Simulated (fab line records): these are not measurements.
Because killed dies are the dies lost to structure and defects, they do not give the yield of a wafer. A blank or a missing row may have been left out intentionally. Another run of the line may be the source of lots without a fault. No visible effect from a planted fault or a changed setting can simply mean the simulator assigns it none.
Which tool did it? / flow nand-harc / Sampling: 12 lots, 32 wafers, 5 of 1302 route steps

## WHAT EACH GAUGE READ, for each wafer
NHARC_END_SORT_01. Usual: killed-at-array 52, standard deviation 17; killed-at-other 0.9, standard deviation 1.2; killed-at-periphery 3.9, standard deviation 2.7; killed-dies 57, standard deviation 16; killed-open 3.3, standard deviation 1.9; killed-short 2.5, standard deviation 1.5.
lot=L404; measured=day 24 14:31; on=prober-01; killed-at-array=75 81 80; killed-at-other=0 1 1; killed-at-periphery=0 1 1; killed-dies=75 83 82; killed-open=0 6 1; killed-short=4 1 6; flag=
lot=L406; measured=day 25 16:59; on=prober-02; killed-at-array=59 76 80; killed-at-other=0 0 0; killed-at-periphery=3 3 1; killed-dies=62 79 81; killed-open=2 2 2; killed-short=1 2 4; flag=
lot=L407; measured=day 25 09:59; on=prober-02; killed-at-array=58 52 50; killed-at-other=1 1 1; killed-at-periphery=2 2 8; killed-dies=61 55 59; killed-open=3 5 3; killed-short=2 3 5; flag=
lot=L409; measured=day 27 14:13; on=prober-01; killed-at-array=32 24 28; killed-at-other=4 1 2; killed-at-periphery=0 1 8; killed-dies=36 26 38; killed-open=3 1 7; killed-short=3 4 5; flag=
lot=L410; measured=day 26 23:50; on=prober-02; killed-at-array=76 71 71; killed-at-other=0 0 0; killed-at-periphery=3 1 1; killed-dies=79 72 72; killed-open=1 2 3; killed-short=3 1 6; flag=
lot=L411; measured=day 27 23:05; on=prober-01; killed-at-array=49 61 58; killed-at-other=0 1 1; killed-at-periphery=2 2 5; killed-dies=51 64 64; killed-open=5 5 3; killed-short=1 5 3; flag=
lot=L412; measured=day 27 23:51; on=prober-02; killed-at-array=40 27 44; killed-at-other=0 0 1; killed-at-periphery=1 3 2; killed-dies=41 30 47; killed-open=1 2 2; killed-short=2 3 3; flag=
lot=L420; measured=day 31 04:42; on=prober-01; killed-at-array=39; killed-at-other=0; killed-at-periphery=3; killed-dies=42; killed-open=3; killed-short=0; flag=
lot=L422; measured=day 31 21:22; on=prober-01; killed-at-array=66; killed-at-other=0; killed-at-periphery=6; killed-dies=72; killed-open=7; killed-short=3; flag=
lot=L425; measured=day 33 21:41; on=prober-02; killed-at-array=24 45 37; killed-at-other=0 0 0; killed-at-periphery=5 1 4; killed-dies=29 46 41; killed-open=2 2 7; killed-short=2 3 2; flag=
lot=L424; measured=day 34 14:02; on=prober-02; killed-at-array=42 44 40; killed-at-other=0 0 0; killed-at-periphery=6 5 6; killed-dies=48 49 46; killed-open=1 1 3; killed-short=3 2 1; flag=
lot=L427; measured=day 34 14:47; on=prober-01; killed-at-array=73 65 65; killed-at-other=0 0 0; killed-at-periphery=3 0 3; killed-dies=76 65 68; killed-open=3 2 5; killed-short=7 4 3; flag=

## WHICH TOOL RAN EACH LOT (tool, then ch and the chambers of the sampled wafers, then the start)
lot=L404; NHARC_A_CHANNEL_HOLE_D1_ETCH_34=rie-diel-13 ch 0,2,3, day 8 20:44 or earlier; NHARC_A_CHANNEL_HOLE_D1_ETCH_16=rie-diel-13 ch 1,2,3, day 8 20:44 or earlier; NHARC_A_CHANNEL_HOLE_D1_STRIP_27=rie-diel-04 ch 0,2,3, day 8 20:44 or earlier; NHARC_A_CHANNEL_FILL_D1_ALD_02=ald-hk-02 ch 0,2, day 8 20:44
lot=L406; NHARC_A_CHANNEL_HOLE_D1_ETCH_34=rie-diel-04 ch 1,2,3, day 9 18:38 or earlier; NHARC_A_CHANNEL_HOLE_D1_ETCH_16=rie-diel-04 ch 1,2,3, day 9 18:38 or earlier; NHARC_A_CHANNEL_HOLE_D1_STRIP_27=rie-diel-04 ch 0,1,3, day 9 18:38 or earlier; NHARC_A_CHANNEL_FILL_D1_ALD_02=ald-hk-02 ch 1,2,3, day 9 18:38
lot=L407; NHARC_A_CHANNEL_HOLE_D1_ETCH_34=rie-diel-10 ch 1,2,3, day 9 23:35 or earlier; NHARC_A_CHANNEL_HOLE_D1_ETCH_16=rie-diel-10 ch 1,3, day 9 23:35 or earlier; NHARC_A_CHANNEL_HOLE_D1_STRIP_27=rie-diel-04 ch 0,3, day 9 23:35 or earlier; NHARC_A_CHANNEL_FILL_D1_ALD_02=ald-hk-01 ch 0,1,2, day 9 23:35
lot=L409; NHARC_A_CHANNEL_HOLE_D1_ETCH_34=rie-diel-10 ch 0,2, day 11 11:16 or earlier; NHARC_A_CHANNEL_HOLE_D1_ETCH_16=rie-diel-10 ch 1,2,3, day 11 11:16 or earlier; NHARC_A_CHANNEL_HOLE_D1_STRIP_27=rie-diel-04 ch 0,1,2, day 11 11:16 or earlier; NHARC_A_CHANNEL_FILL_D1_ALD_02=ald-hk-01 ch 1,3, day 11 11:16
lot=L410; NHARC_A_CHANNEL_HOLE_D1_ETCH_34=rie-diel-04 ch 0,1,2, day 11 11:41 or earlier; NHARC_A_CHANNEL_HOLE_D1_ETCH_16=rie-diel-04 ch 0,1,2, day 11 11:41 or earlier; NHARC_A_CHANNEL_HOLE_D1_STRIP_27=rie-diel-04 ch 0,1, day 11 11:41 or earlier; NHARC_A_CHANNEL_FILL_D1_ALD_02=ald-hk-04 ch 0,2,3, day 11 11:41
lot=L411; NHARC_A_CHANNEL_HOLE_D1_ETCH_34=rie-diel-04 ch 0,1, day 11 18:07 or earlier; NHARC_A_CHANNEL_HOLE_D1_ETCH_16=rie-diel-04 ch 1,2,3, day 11 18:07 or earlier; NHARC_A_CHANNEL_HOLE_D1_STRIP_27=rie-diel-10 ch 0,1, day 11 18:07 or earlier; NHARC_A_CHANNEL_FILL_D1_ALD_02=ald-hk-04 ch 0,3, day 11 18:07
lot=L412; NHARC_A_CHANNEL_HOLE_D1_ETCH_34=rie-diel-10 ch 2,3, day 12 09:34 or earlier; NHARC_A_CHANNEL_HOLE_D1_ETCH_16=rie-diel-10 ch 0,1,2, day 12 09:34 or earlier; NHARC_A_CHANNEL_HOLE_D1_STRIP_27=rie-diel-13 ch 0,1,2, day 12 09:34 or earlier; NHARC_A_CHANNEL_FILL_D1_ALD_02=ald-hk-02 ch 0,1, day 12 09:34
lot=L420; NHARC_A_CHANNEL_HOLE_D1_ETCH_34=rie-diel-10 ch 2, day 15 13:43 or earlier; NHARC_A_CHANNEL_HOLE_D1_ETCH_16=rie-diel-10 ch 2, day 15 13:43 or earlier; NHARC_A_CHANNEL_HOLE_D1_STRIP_27=rie-diel-10 ch 0, day 15 13:43 or earlier; NHARC_A_CHANNEL_FILL_D1_ALD_02=ald-hk-04 ch 0, day 15 13:43
lot=L422; NHARC_A_CHANNEL_HOLE_D1_ETCH_34=rie-diel-10 ch 1, day 16 11:43 or earlier; NHARC_A_CHANNEL_HOLE_D1_ETCH_16=rie-diel-10 ch 2, day 16 11:43 or earlier; NHARC_A_CHANNEL_HOLE_D1_STRIP_27=rie-diel-10 ch 2, day 16 11:43 or earlier; NHARC_A_CHANNEL_FILL_D1_ALD_02=ald-hk-04 ch 0, day 16 11:43
lot=L425; NHARC_A_CHANNEL_HOLE_D1_ETCH_34=rie-diel-10 ch 2,3, day 17 16:17 or earlier; NHARC_A_CHANNEL_HOLE_D1_ETCH_16=rie-diel-10 ch 0,2, day 17 16:17 or earlier; NHARC_A_CHANNEL_HOLE_D1_STRIP_27=rie-diel-13 ch 0,1,2, day 17 16:17 or earlier; NHARC_A_CHANNEL_FILL_D1_ALD_02=ald-hk-01 ch 0,1,2, day 17 16:17
lot=L424; NHARC_A_CHANNEL_HOLE_D1_ETCH_34=rie-diel-10 ch 0,3, day 17 16:28 or earlier; NHARC_A_CHANNEL_HOLE_D1_ETCH_16=rie-diel-10 ch 0,2,3, day 17 16:28 or earlier; NHARC_A_CHANNEL_HOLE_D1_STRIP_27=rie-diel-10 ch 0,1,3, day 17 16:28 or earlier; NHARC_A_CHANNEL_FILL_D1_ALD_02=ald-hk-02 ch 0,1,2, day 17 16:28
lot=L427; NHARC_A_CHANNEL_HOLE_D1_ETCH_34=rie-diel-13 ch 0,2, day 18 18:46 or earlier; NHARC_A_CHANNEL_HOLE_D1_ETCH_16=rie-diel-13 ch 0,2,3, day 18 18:46 or earlier; NHARC_A_CHANNEL_HOLE_D1_STRIP_27=rie-diel-13 ch 0,3, day 18 18:46 or earlier; NHARC_A_CHANNEL_FILL_D1_ALD_02=ald-hk-01 ch 2,3, day 18 18:46
- NHARC_A_CHANNEL_HOLE_D1_ETCH_34: etches the open film in CF4/CHF3, target depth 154 nm, time 77 s.
- NHARC_A_CHANNEL_HOLE_D1_ETCH_16: etches the open film in O2/COS, target depth 3100 nm, time 806 s.
- NHARC_A_CHANNEL_HOLE_D1_STRIP_27: strips in O2.
- NHARC_A_CHANNEL_FILL_D1_ALD_02: deposits SiO2, target thk 6 nm, pulse time 10 s, ald cycles 60.

## AS READ BY THE TOOLS THEMSELVES (means over the sampled wafers that have a number; for cases with no such wafer, the mark the record gives instead)
NHARC_A_CHANNEL_HOLE_D1_ETCH_34. Usual: drypump-motor-current-A 5.8 A, standard deviation 0.47; oes-product-au 0.946 a.u., standard deviation 0.024; rf-vpp-V 370.6 V, standard deviation 2.6; showerhead-plenum-p-Torr 1.58 Torr, standard deviation 0.071; throttle-valve-pct 16.802 %, standard deviation 0.0094.
lot=L404; tool=rie-diel-13; drypump-motor-current-A (A)=6.0; oes-product-au (a.u.)=0.958; rf-vpp-V (V)=370.0; showerhead-plenum-p-Torr (Torr)=1.57; throttle-valve-pct (%)=16.803; flag=
lot=L406; tool=rie-diel-04; drypump-motor-current-A (A)=5.2; oes-product-au (a.u.)=0.958; rf-vpp-V (V)=368.7; showerhead-plenum-p-Torr (Torr)=1.54; throttle-valve-pct (%)=16.793; flag=
lot=L407; tool=rie-diel-10; drypump-motor-current-A (A)=5.6; oes-product-au (a.u.)=0.913; rf-vpp-V (V)=371.5; showerhead-plenum-p-Torr (Torr)=1.58; throttle-valve-pct (%)=16.806; flag=
lot=L409; tool=rie-diel-10; drypump-motor-current-A (A)=6.2; oes-product-au (a.u.)=0.922; rf-vpp-V (V)=370.0; showerhead-plenum-p-Torr (Torr)=1.57; throttle-valve-pct (%)=16.816; flag=
lot=L410; tool=rie-diel-04; drypump-motor-current-A (A)=5.5; oes-product-au (a.u.)=0.966; rf-vpp-V (V)=370.7; showerhead-plenum-p-Torr (Torr)=1.57; throttle-valve-pct (%)=16.808; flag=
lot=L411; tool=rie-diel-04; drypump-motor-current-A (A)=5.8; oes-product-au (a.u.)=0.925; rf-vpp-V (V)=372.1; showerhead-plenum-p-Torr (Torr)=1.61; throttle-valve-pct (%)=16.807; flag=
lot=L412; tool=rie-diel-10; drypump-motor-current-A (A)=5.6; oes-product-au (a.u.)=0.965; rf-vpp-V (V)=373.4; showerhead-plenum-p-Torr (Torr)=1.64; throttle-valve-pct (%)=16.805; flag=
lot=L420; tool=rie-diel-10; drypump-motor-current-A (A)=5.6; oes-product-au (a.u.)=0.923; rf-vpp-V (V)=372.5; showerhead-plenum-p-Torr (Torr)=1.63; throttle-valve-pct (%)=16.807; flag=
lot=L422; tool=rie-diel-10; drypump-motor-current-A (A)=5.8; oes-product-au (a.u.)=0.944; rf-vpp-V (V)=367.9; showerhead-plenum-p-Torr (Torr)=1.47; throttle-valve-pct (%)=16.794; flag=
lot=L425; tool=rie-diel-10; drypump-motor-current-A (A)=5.5; oes-product-au (a.u.)=0.919; rf-vpp-V (V)=372.5; showerhead-plenum-p-Torr (Torr)=1.64; throttle-valve-pct (%)=16.793; flag=
lot=L424; tool=rie-diel-10; drypump-motor-current-A (A)=6.1; oes-product-au (a.u.)=0.918; rf-vpp-V (V)=371.2; showerhead-plenum-p-Torr (Torr)=1.58; throttle-valve-pct (%)=16.801; flag=
lot=L427; tool=rie-diel-13; drypump-motor-current-A (A)=5.8; oes-product-au (a.u.)=0.965; rf-vpp-V (V)=371.1; showerhead-plenum-p-Torr (Torr)=1.60; throttle-valve-pct (%)=16.805; flag=

NHARC_A_CHANNEL_HOLE_D1_ETCH_16. Usual: drypump-motor-current-A 5.8 A, standard deviation 0.48; oes-product-au 0.999 a.u., standard deviation 0.0091; rf-vpp-V 314.2 V, standard deviation 2.3; showerhead-plenum-p-Torr 3.13 Torr, standard deviation 0.14; throttle-valve-pct 28.330 %, standard deviation 0.0086.
lot=L404; tool=rie-diel-13; drypump-motor-current-A (A)=5.7; oes-product-au (a.u.)=0.996; rf-vpp-V (V)=314.5; showerhead-plenum-p-Torr (Torr)=3.19; throttle-valve-pct (%)=28.321; flag=
lot=L406; tool=rie-diel-04; drypump-motor-current-A (A)=5.2; oes-product-au (a.u.)=1.002; rf-vpp-V (V)=313.4; showerhead-plenum-p-Torr (Torr)=3.05; throttle-valve-pct (%)=28.335; flag=
lot=L407; tool=rie-diel-10; drypump-motor-current-A (A)=5.6; oes-product-au (a.u.)=0.997; rf-vpp-V (V)=314.6; showerhead-plenum-p-Torr (Torr)=3.16; throttle-valve-pct (%)=28.329; flag=
lot=L409; tool=rie-diel-10; drypump-motor-current-A (A)=5.7; oes-product-au (a.u.)=0.982; rf-vpp-V (V)=314.0; showerhead-plenum-p-Torr (Torr)=3.15; throttle-valve-pct (%)=28.326; flag=
lot=L410; tool=rie-diel-04; drypump-motor-current-A (A)=5.5; oes-product-au (a.u.)=0.995; rf-vpp-V (V)=313.3; showerhead-plenum-p-Torr (Torr)=3.12; throttle-valve-pct (%)=28.328; flag=
lot=L411; tool=rie-diel-04; drypump-motor-current-A (A)=5.2; oes-product-au (a.u.)=1.008; rf-vpp-V (V)=312.9; showerhead-plenum-p-Torr (Torr)=3.05; throttle-valve-pct (%)=28.332; flag=
lot=L412; tool=rie-diel-10; drypump-motor-current-A (A)=6.0; oes-product-au (a.u.)=0.995; rf-vpp-V (V)=313.8; showerhead-plenum-p-Torr (Torr)=3.07; throttle-valve-pct (%)=28.333; flag=
lot=L420; tool=rie-diel-10; drypump-motor-current-A (A)=5.7; oes-product-au (a.u.)=1.001; rf-vpp-V (V)=315.3; showerhead-plenum-p-Torr (Torr)=3.23; throttle-valve-pct (%)=28.344; flag=
lot=L422; tool=rie-diel-10; drypump-motor-current-A (A)=5.6; oes-product-au (a.u.)=0.989; rf-vpp-V (V)=316.9; showerhead-plenum-p-Torr (Torr)=3.23; throttle-valve-pct (%)=28.331; flag=
lot=L425; tool=rie-diel-10; drypump-motor-current-A (A)=6.2; oes-product-au (a.u.)=1.007; rf-vpp-V (V)=314.0; showerhead-plenum-p-Torr (Torr)=3.11; throttle-valve-pct (%)=28.333; flag=
lot=L424; tool=rie-diel-10; drypump-motor-current-A (A)=5.8; oes-product-au (a.u.)=1.006; rf-vpp-V (V)=315.6; showerhead-plenum-p-Torr (Torr)=3.18; throttle-valve-pct (%)=28.328; flag=
lot=L427; tool=rie-diel-13; drypump-motor-current-A (A)=6.0; oes-product-au (a.u.)=1.011; rf-vpp-V (V)=313.9; showerhead-plenum-p-Torr (Torr)=3.08; throttle-valve-pct (%)=28.331; flag=

NHARC_A_CHANNEL_HOLE_D1_STRIP_27. Usual: drypump-motor-current-A 5.7 A, standard deviation 0.49; oes-product-au 0.996 a.u., standard deviation 0.0084; rf-vpp-V 57.9 V, standard deviation 0.74; showerhead-plenum-p-Torr 3.52 Torr, standard deviation 0.16; throttle-valve-pct 17.037 %, standard deviation 0.0096.
lot=L404; tool=rie-diel-04; drypump-motor-current-A (A)=5.6; oes-product-au (a.u.)=0.990; rf-vpp-V (V)=57.8; showerhead-plenum-p-Torr (Torr)=3.43; throttle-valve-pct (%)=17.037; flag=
lot=L406; tool=rie-diel-04; drypump-motor-current-A (A)=5.5; oes-product-au (a.u.)=1.001; rf-vpp-V (V)=58.8; showerhead-plenum-p-Torr (Torr)=3.55; throttle-valve-pct (%)=17.033; flag=
lot=L407; tool=rie-diel-04; drypump-motor-current-A (A)=5.9; oes-product-au (a.u.)=0.991; rf-vpp-V (V)=58.0; showerhead-plenum-p-Torr (Torr)=3.52; throttle-valve-pct (%)=17.039; flag=
lot=L409; tool=rie-diel-04; drypump-motor-current-A (A)=5.5; oes-product-au (a.u.)=0.991; rf-vpp-V (V)=57.9; showerhead-plenum-p-Torr (Torr)=3.53; throttle-valve-pct (%)=17.042; flag=
lot=L410; tool=rie-diel-04; drypump-motor-current-A (A)=5.9; oes-product-au (a.u.)=0.992; rf-vpp-V (V)=58.0; showerhead-plenum-p-Torr (Torr)=3.62; throttle-valve-pct (%)=17.038; flag=
lot=L411; tool=rie-diel-10; drypump-motor-current-A (A)=6.3; oes-product-au (a.u.)=1.002; rf-vpp-V (V)=57.3; showerhead-plenum-p-Torr (Torr)=3.41; throttle-valve-pct (%)=17.034; flag=
lot=L412; tool=rie-diel-13; drypump-motor-current-A (A)=5.6; oes-product-au (a.u.)=0.993; rf-vpp-V (V)=58.7; showerhead-plenum-p-Torr (Torr)=3.66; throttle-valve-pct (%)=17.039; flag=
lot=L420; tool=rie-diel-10; drypump-motor-current-A (A)=6.5; oes-product-au (a.u.)=0.999; rf-vpp-V (V)=58.2; showerhead-plenum-p-Torr (Torr)=3.46; throttle-valve-pct (%)=17.024; flag=
lot=L422; tool=rie-diel-10; drypump-motor-current-A (A)=5.7; oes-product-au (a.u.)=1.012; rf-vpp-V (V)=57.2; showerhead-plenum-p-Torr (Torr)=3.65; throttle-valve-pct (%)=17.028; flag=
lot=L425; tool=rie-diel-13; drypump-motor-current-A (A)=5.6; oes-product-au (a.u.)=1.004; rf-vpp-V (V)=57.6; showerhead-plenum-p-Torr (Torr)=3.64; throttle-valve-pct (%)=17.032; flag=
lot=L424; tool=rie-diel-10; drypump-motor-current-A (A)=5.9; oes-product-au (a.u.)=0.993; rf-vpp-V (V)=57.6; showerhead-plenum-p-Torr (Torr)=3.48; throttle-valve-pct (%)=17.037; flag=
lot=L427; tool=rie-diel-13; drypump-motor-current-A (A)=6.3; oes-product-au (a.u.)=1.001; rf-vpp-V (V)=57.5; showerhead-plenum-p-Torr (Torr)=3.36; throttle-valve-pct (%)=17.035; flag=

NHARC_A_CHANNEL_FILL_D1_ALD_02. Usual: heater-power-w 450 W, standard deviation 49; precursor-pulse-height-rel 1.001, standard deviation 0.02.
lot=L404; tool=ald-hk-02; heater-power-w (W)=408; precursor-pulse-height-rel=0.995; flag=
lot=L406; tool=ald-hk-02; heater-power-w (W)=483; precursor-pulse-height-rel=0.995; flag=
lot=L407; tool=ald-hk-01; heater-power-w (W)=426; precursor-pulse-height-rel=1.001; flag=
lot=L409; tool=ald-hk-01; heater-power-w (W)=401; precursor-pulse-height-rel=1.014; flag=
lot=L410; tool=ald-hk-04; heater-power-w (W)=474; precursor-pulse-height-rel=1.007; flag=
lot=L411; tool=ald-hk-04; heater-power-w (W)=513; precursor-pulse-height-rel=0.986; flag=
lot=L412; tool=ald-hk-02; heater-power-w (W)=490; precursor-pulse-height-rel=0.998; flag=
lot=L420; tool=ald-hk-04; heater-power-w (W)=493; precursor-pulse-height-rel=0.996; flag=
lot=L422; tool=ald-hk-04; heater-power-w (W)=502; precursor-pulse-height-rel=1.011; flag=
lot=L425; tool=ald-hk-01; heater-power-w (W)=422; precursor-pulse-height-rel=1.000; flag=
lot=L424; tool=ald-hk-02; heater-power-w (W)=437; precursor-pulse-height-rel=1.016; flag=
lot=L427; tool=ald-hk-01; heater-power-w (W)=434; precursor-pulse-height-rel=0.968; flag=

## THE ANSWER, worked out from the rows above alone
Rule: lot off if the mean of its wafers having a number is beyond 3 standard deviations from the usual mean. Also off: a lot with no number at a reading for which 4 or more lots have one. Where the step has rows for the other lots, those lots are counted as sound. First the gauges in route order, then the tools' own readings, where a lot's mean is used as printed above. At the first step where some lot is off, the reading lying furthest off is the one used; lots without a number count as furthest.
No lot is off at any reading shown: from this, nothing can be told.

## WHAT WAS PUT IN BY THE SIMULATOR
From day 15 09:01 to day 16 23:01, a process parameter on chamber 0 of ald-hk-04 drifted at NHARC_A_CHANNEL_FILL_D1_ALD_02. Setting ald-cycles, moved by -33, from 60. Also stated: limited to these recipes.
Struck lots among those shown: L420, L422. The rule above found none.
